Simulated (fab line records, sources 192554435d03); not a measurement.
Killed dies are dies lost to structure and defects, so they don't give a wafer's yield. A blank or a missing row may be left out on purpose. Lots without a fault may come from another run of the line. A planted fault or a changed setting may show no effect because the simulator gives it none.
Problem report in the 8D (eight disciplines) form, filled by code | flow n5_finfet | the parts of the form that need people (team, actions taken, sign-off) are left out

1. THE PROBLEM
spin_speed_rpm at N5_BEOL_M6_COAT_22 reads a mean of 1432.5 rpm on 9 wafers of 3 lots; wafers without a fault read 1500.0 rpm with a standard deviation of 0.86. That is -78 standard deviations from the usual mean.
The step: resist thk 30 nm.
First seen on wafer L887.2, day 11 06:29, on litho_track-01. The record holds 30 wafers of 10 lots with a number at this step. Rule for "out", or "out of limits": more than 4 standard deviations from the usual mean. The other wafers with a number count as sound.

2. WHAT IT IS AND WHAT IT IS NOT
question                    | is                     | is not
which readings at this step | spin_speed_rpm         | -
which lots                  | L887, L889, L890       | L880, L884, L895, L899, L900, L901, L902
which wafers of those lots  | all that have a number | -
read on which tools         | litho_track-01         | litho_track-02, litho_track-05
when                        | from day 11 06:29      | up to then (6 sound wafers); but 15 sound wafers of L895, L899, L900, L901, L902 came after

3. SUSPECTS, AND WHAT RULES EACH OUT
Counting: a tool at a process step up to the reading stays a suspect if it ran every lot that is out and no sound lot after the first of them.
- litho_track-01 at N5_BEOL_M6_COAT_22 (resist thk 30 nm): ruled out as a lasting fault. Sound lots L901 ran on it after its first lot that is out, L887 (day 11 06:29).
Left after counting: nothing in the record.

4. THE CAUSE (what the simulator had put in)
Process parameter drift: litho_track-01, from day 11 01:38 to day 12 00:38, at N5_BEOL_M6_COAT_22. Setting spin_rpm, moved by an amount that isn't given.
Counting ruled it out, wrongly.

5. THE CHAIN OF EFFECTS, in route order
Each row: a reading whose mean over the struck wafers that have a number lies more than 3 standard deviations from the usual. Only readings for which the record gives a usual standard deviation are gone through. hours: the time from each lot's start at the first step in this table that gives one to its start at this step, as a median over the lots. sigmas: the change in usual standard deviations.
hours | step               | reading        | usual      | on struck wafers | change | sigmas
0     | N5_BEOL_M6_COAT_22 | spin_speed_rpm | 1500.0 rpm | 1432.5           | -67.5  | -78
The process steps in it:
- N5_BEOL_M6_COAT_22: resist thk 30 nm.

6. WHAT WOULD HAVE CAUGHT IT SOONER
In this record the first reading out of limits was taken at day 11 06:29, 5 hours after the fault began at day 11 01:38.
